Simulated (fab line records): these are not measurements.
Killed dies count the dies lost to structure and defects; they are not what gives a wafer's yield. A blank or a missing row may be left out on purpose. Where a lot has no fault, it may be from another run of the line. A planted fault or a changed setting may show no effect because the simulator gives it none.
fab line records	flow n5_finfet
record: lots: 6	wafers: 16	last_day: 19
route steps=1938 shown BEOL_M5@1172
lots that met no fault: taken from a fault-free run of the same line
start_h: the number of hours between the record's first day and the start of the first shown wafer of the lot	wait_h: hours elapsed since this lot's preceding step	" same as the row above	L1.1+2: one row covering several wafers at once	- no value, or no start was given	* or withheld: withheld	< > ~ a bound
route shown NAME@n: NAME is a module with steps in the file, n the number in the route of the first one	usual: the fault-free wafers' mean and standard deviation	same: alike in all rows	chamber/n: place in a boat	sites: the reading at each site	_std_site: standard deviation across them	_edge_site: inner sites' mean taken away from outer sites' mean	radius_mm: how far each site lies from the wafer's centre	mask NAME#n: copy n	behind: the last tool/chamber to shape the wafer	hold: why the lot went on hold/how many hours it stayed there/how the hold came to an end	device: which transistor (n, p or np) failed to switch	end of line: the same wafers' tests at the end of the route	a step given without rows: its recipe and nothing more	killed: dies lost to structure and defects at the first sort, not the wafer's yield	map: the dies of a wafer, with x for killed, . for not killed, _ for no die there
set.NAME: the run value of the setting; set.NAME@STEP: its run value at that earlier step	model.NAME: the simulator's own value behind a step, which no gauge read
lots at some steps of the route; a table a step, a row a wafer
services: the hour from which a tool's chamber was out of use, counted from the record's first day as start_h (under 0 if before that day), plus the number of hours and why
== steps ==
step: N5_BEOL_M5_ALD_86
recipe: material: TaN	target_thk_a: *	temp_c: 275	ald_precursor_family: PDMAT	ald_co_reactant: NH3	pressure_torr: 3	carrier_flow_sccm: 1500	pulse_time_s: 2	purge_time_s: 3	co_reactant_purge_time_s: 2	co_reactant_pulse_time_s: 3	ald_cycles: 30	precursor_vessel_temp_c: 75	precursor_vessel_pressure_torr: 26.25	precursor_vessel_carrier_sccm: 1000
step: N5_BEOL_M5_SURFACE_TREAT_87
recipe: gas: Ar	time_s: *	ion_energy_ev: *	ion_current_ma_cm2: 0.5	pressure_mtorr: *	ar_flow_sccm: 30
step: N5_BEOL_M5_CVD_47
recipe: material: Co	target_thk_a: 30	temp_c: withheld	precursor: CCTBA/H2	pressure_torr: 30	time_s: 216
step: N5_BEOL_M5_SPUTTER_48
recipe: material: Cu	target_thk_a: 150	temp_c: -20	chamber_pressure_pa: 0.07	power_w: withheld	time_s: 27.62
step: N5_BEOL_M5_ANNEAL_49
recipe: temp_c: 400	time_s: 1800	ambient: vacuum
step: N5_BEOL_M5_SPUTTER_81
recipe: material: Cu	target_thk_a: 150	temp_c: -20	chamber_pressure_pa: 0.07	power_w: withheld	time_s: 27.62
step: N5_BEOL_M5_ANNEAL_82
recipe: temp_c: 400	time_s: 1800	ambient: vacuum
step: N5_BEOL_M5_SPUTTER_83
recipe: material: Cu	target_thk_a: 150	temp_c: -20	chamber_pressure_pa: 0.07	power_w: withheld	time_s: 27.62
step: N5_BEOL_M5_ANNEAL_84
recipe: temp_c: 400	time_s: 1800	ambient: vacuum
usual: heater_power_w: 878/98	susceptor_temp_C: 400.01/0.22
lot.wafer	tool	chamber	start_h	wait_h	heater_power_w	susceptor_temp_C
L360.3	pvd_sputter-01	-	204.56	0.0	791	400.24
L360.5	"	-	"	"	984	399.64
L360.6	"	-	"	"	880	399.97
L359.1	pvd_sputter-02	-	208.48	0.0	914	400.03
L359.4	"	-	"	"	997	399.93
L359.5	"	-	"	"	923	400.26
L364.2	pvd_sputter-03	-	236.46	0.0	804	400.06
L364.4	"	-	"	"	828	399.97
L364.6	"	-	"	"	785	399.79
L376.4	pvd_sputter-01	-	342.33	0.5	795	400.51
L376.5	"	-	"	"	999	400.08
L378.4	pvd_sputter-03	-	345.39	0.0	806	400.16
L378.5	"	-	"	"	759	400.18
L379.1	pvd_sputter-01	-	360.10	0.0	1006	399.82
L379.2	"	-	"	"	807	399.91
L379.3	"	-	"	"	754	399.99
step: N5_BEOL_M5_SPUTTER_88
recipe: material: Cu	target_thk_a: 150	temp_c: -20	chamber_pressure_pa: 0.07	power_w: withheld	time_s: 27.62
usual: susceptor_temp_C: -20.02/0.11	throttle_valve_pct: 29.9/1.2
lot.wafer	tool	chamber	start_h	wait_h	susceptor_temp_C	throttle_valve_pct
L360.3	pvd_sputter-01	-	205.56	0.5	-19.99	28.2
L360.5	"	-	"	"	-20.05	30.0
L360.6	"	-	"	"	-20.17	30.5
L359.1	pvd_sputter-02	-	209.49	0.5	-20.04	30.0
L359.4	"	-	"	"	-20.06	30.3
L359.5	"	-	"	"	-20.00	31.3
L364.2	pvd_sputter-03	-	237.46	0.5	-20.16	29.0
L364.4	"	-	"	"	-20.16	32.1
L364.6	"	-	"	"	-20.08	28.8
L376.4	pvd_sputter-01	-	342.87	0.0	-20.13	28.2
L376.5	"	-	"	"	-20.16	30.3
L378.4	pvd_sputter-03	-	346.40	0.5	-19.99	28.9
L378.5	"	-	"	"	-20.14	29.7
L379.1	pvd_sputter-01	-	361.10	0.5	-19.93	29.9
L379.2	"	-	"	"	-19.94	28.1
L379.3	"	-	"	"	-20.08	28.9
step: N5_BEOL_M5_ANNEAL_89
recipe: temp_c: 400	time_s: 1800	ambient: vacuum
usual: heater_power_w: 875/97	susceptor_temp_C: 400.01/0.23
lot.wafer	tool	chamber	start_h	wait_h	heater_power_w	susceptor_temp_C
L360.3	pvd_sputter-01	-	205.64	0.0	802	400.18
L360.5	"	-	"	"	1002	400.23
L360.6	"	-	"	"	866	400.01
L359.1	pvd_sputter-02	-	209.57	0.0	902	399.83
L359.4	"	-	"	"	1032	399.70
L359.5	"	-	"	"	957	399.54
L364.2	pvd_sputter-03	-	237.54	0.0	783	399.99
L364.4	"	-	"	"	833	400.21
L364.6	"	-	"	"	791	399.99
L376.4	pvd_sputter-01	-	343.42	0.5	785	399.88
L376.5	"	-	"	"	958	400.06
L378.4	pvd_sputter-03	-	346.48	0.0	840	400.28
L378.5	"	-	"	"	759	400.26
L379.1	pvd_sputter-01	-	361.18	0.0	998	399.94
L379.2	"	-	"	"	829	399.42
L379.3	"	-	"	"	755	399.77
step: N5_BEOL_M5_SPUTTER_90
recipe: material: Cu	target_thk_a: 45	temp_c: -20	chamber_pressure_pa: 0.07	power_w: withheld	time_s: 8.29
usual: susceptor_temp_C: -20.00/0.11	throttle_valve_pct: 29.9/1.2
lot.wafer	tool	chamber	start_h	wait_h	susceptor_temp_C	throttle_valve_pct
L360.3	pvd_sputter-01	-	206.65	0.5	-19.85	28.1
L360.5	"	-	"	"	-20.13	30.2
L360.6	"	-	"	"	-19.92	30.2
L359.1	pvd_sputter-02	-	210.58	0.5	-19.72	30.1
L359.4	"	-	"	"	-20.02	30.0
L359.5	"	-	"	"	-19.92	31.2
L364.2	pvd_sputter-03	-	238.55	0.5	-20.05	29.1
L364.4	"	-	"	"	-20.03	32.2
L364.6	"	-	"	"	-20.01	29.2
L376.4	pvd_sputter-01	-	343.96	0.0	-19.84	28.0
L376.5	"	-	"	"	-19.82	30.3
L378.4	pvd_sputter-03	-	347.48	0.5	-19.99	28.7
L378.5	"	-	"	"	-20.06	29.3
L379.1	pvd_sputter-01	-	362.19	0.5	-19.76	29.9
L379.2	"	-	"	"	-19.92	28.4
L379.3	"	-	"	"	-20.20	28.8
step: N5_BEOL_M5_ECD_50
recipe: material: Cu	target_thk_a: 3000
lot.wafer	tool	chamber	start_h	wait_h	model.Cu_of_BEOL_M5_ECD_50.thk_nm
L360.3	ecd_cu-01	0	206.79	0.1	300.8
L360.5	"	1	"	"	296.8
L360.6	"	0	"	"	305
L359.1	ecd_cu-02	0	210.70	0.1	300.6
L359.4	"	1	"	"	299.6
L359.5	"	0	"	"	297
L364.2	ecd_cu-01	1	238.67	0.1	296.6
L364.4	"	1	"	"	304
L364.6	"	0	"	"	298.8
L376.4	ecd_cu-01	0	344.06	0.1	180.6
L376.5	"	1	"	"	296.4
L378.4	ecd_cu-01	1	347.62	0.1	181.2
L378.5	"	0	"	"	303.6
L379.1	ecd_cu-02	1	362.31	0.1	307.8
L379.2	"	0	"	"	298.8
L379.3	"	0	"	"	303.8
step: N5_BEOL_M5_ANNEAL_51
recipe: temp_c: 225	time_s: 90	ambient: N2
usual: anneal_temp_c: 225.02/0.19	wafer_temp_C_max: 226.1/0.34
lot.wafer	tool	chamber	start_h	wait_h	anneal_temp_c	wafer_temp_C_max
L360.3	rtp_anneal-02	0	206.94	0.1	225.29	226.5
L360.5	"	0	"	"	224.81	226.5
L360.6	"	0	"	"	225.02	226.5
L359.1	rtp_anneal-01	0	210.78	0.1	224.89	225.6
L359.4	"	0	"	"	224.94	225.7
L359.5	"	0	"	"	224.65	225.3
L364.2	rtp_anneal-02	0	238.80	0.1	224.76	226.3
L364.4	"	0	"	"	224.89	226.3
L364.6	"	0	"	"	224.92	226.6
L376.4	rtp_anneal-02	0	344.26	0.2	225.01	226.2
L376.5	"	0	"	"	225.18	226.3
L378.4	rtp_anneal-01	0	347.83	0.2	225.14	225.5
L378.5	"	0	"	"	224.97	225.9
L379.1	rtp_anneal-02	0	362.39	0.1	225.15	226.2
L379.2	"	0	"	"	225.41	226.1
L379.3	"	0	"	"	225.08	226.0
step: N5_BEOL_M5_CMP_52
recipe: stop_on: SiCOH_lowk	t_overpolish_s: 6.9	down_force_psi: 1	platen_rpm: 50	clearing_platen_down_force_psi: 1.5	clearing_platen_rpm: 50	post_cmp_clean: cu_alkaline	target_thk_nm: 62	clearing_platen_pad_velocity_m_s: 0.99484	pad_velocity_m_s: 0.99484
usual: clearing_platen_down_force_psi: 1.5000/0.0028	clearing_platen_rpm: 49.999/0.028	motor_current_A: 5.9/0.76	platen_rpm: 50.00/0.035	time_to_endpoint_s: 62/3.1
lot.wafer	tool	chamber	start_h	wait_h	clearing_platen_down_force_psi	clearing_platen_rpm	motor_current_A	platen_rpm	time_to_endpoint_s
L360.3	cmp-01	3	207.24	0.2	1.4987	49.994	4.8	50.03	60
L360.5	"	2	"	"	1.5053	50.070	5.5	50.02	61
L360.6	"	3	"	"	1.5020	50.033	4.7	50.02	65
L359.1	cmp-03	0	211.13	0.3	1.4991	50.015	4.6	50.02	66
L359.4	"	2	"	"	1.4979	50.036	6.8	50.00	69
L359.5	"	0	"	"	1.5002	50.002	4.9	50.01	64
L364.2	cmp-03	2	239.05	0.2	1.5024	49.998	7.1	49.98	68
L364.4	"	0	"	"	1.4991	50.015	4.9	50.00	69
L364.6	"	3	"	"	1.5034	49.988	5.7	49.99	65
L376.4	cmp-04	1	344.49	0.2	1.4995	49.982	5.3	50.02	33
L376.5	"	3	"	"	1.4991	50.070	6.3	50.01	54
L378.4	cmp-01	0	348.23	0.3	1.5007	50.010	4.7	49.96	39
L378.5	"	0	"	"	1.5008	50.031	5.0	49.98	63
L379.2	cmp-04	2	362.74	0.3	1.5007	49.956	6.0	50.00	60
L379.1	"	3	"	"	1.5030	50.017	6.1	49.98	62
L379.3	"	0	"	"	1.4942	50.004	7.0	49.99	62
step: N5_BEOL_M5_THK_MEAS_53
recipe: thk_meas_gauge: xrf	reads: Cu_of_BEOL_M5_ECD_50
usual: M5_THK: 60.9/1.3
lot.wafer	tool	chamber	start_h	wait_h	M5_THK[nm]
L360.3	film_metro-02	-	207.49	-	60.1
L360.5	"	-	"	"	59.8
L360.6	"	-	"	"	59.0
L359.1	film_metro-01	-	211.39	-	60.6
L359.4	"	-	"	"	61.0
L359.5	"	-	"	"	60.1
L364.2	film_metro-01	-	239.35	-	62.5
L364.4	"	-	"	"	61.6
L364.6	"	-	"	"	60.9
L376.4	film_metro-02	-	344.72	-	57.7
L376.5	"	-	"	"	60.1
L378.4	film_metro-01	-	348.52	-	62.3
L378.5	"	-	"	"	62.8
L379.1	film_metro-02	-	363.00	-	60.5
L379.2	"	-	"	"	59.4
L379.3	"	-	"	"	61.2
== services ==
tool	chamber	start_h	hours	kind
cmp-04	-	182.94	5.0	pm
cmp-03	-	188.84	1.4	repair
rtp_anneal-02	-	226.87	3.0	pm
cmp-01	-	244.45	9.3	pm
cmp-03	-	254.32	4.0	pm
cmp-03	-	258.32	-	consumable_replace:conditioner
cmp-03	-	258.32	-	consumable_replace:pad
ecd_cu-01	-	258.37	2.3	repair
cmp-01	-	262.96	1.1	repair
pvd_sputter-02	-	265.13	12.8	repair
cmp-04	-	267.99	4.0	pm
cmp-04	-	271.99	-	consumable_replace:conditioner
cmp-04	-	271.99	-	consumable_replace:pad
ecd_cu-02	-	293.37	0.7	repair
ecd_cu-01	-	307.20	2.7	repair
cmp-01	-	323.34	3.7	repair
cmp-01	-	331.12	4.0	pm
cmp-01	-	335.12	-	consumable_replace:conditioner
cmp-01	-	335.12	-	consumable_replace:pad
cmp-03	-	339.75	1.4	repair
cmp-03	-	351.50	1.3	repair
pvd_sputter-03	-	361.72	2.7	repair
== key ==
first_sign: step: N5_BEOL_M5_CMP_52	reading: time_to_endpoint_s	direction: down	sigmas: 8.2	usual: *	struck: *
effect none on later readings
model_effect: step: N5_BEOL_M5_ECD_50	value: Cu_of_BEOL_M5_ECD_50.thk_nm	without: 300.7	struck: 180.9
met_at N5_BEOL_M5_ECD_50
struck_wafers L376.4,L378.4
onset_between 238.67 344.06
fault: kind: process_parameter_drift	tool: ecd_cu-01	chamber: -	onset_h: 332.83	steps: N5_BEOL_M5_ECD_50	channel: target_thk_a	offset: *	shape: step	end_h: 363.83	scope: struck_wafers_only	acts_in: *	stated: *
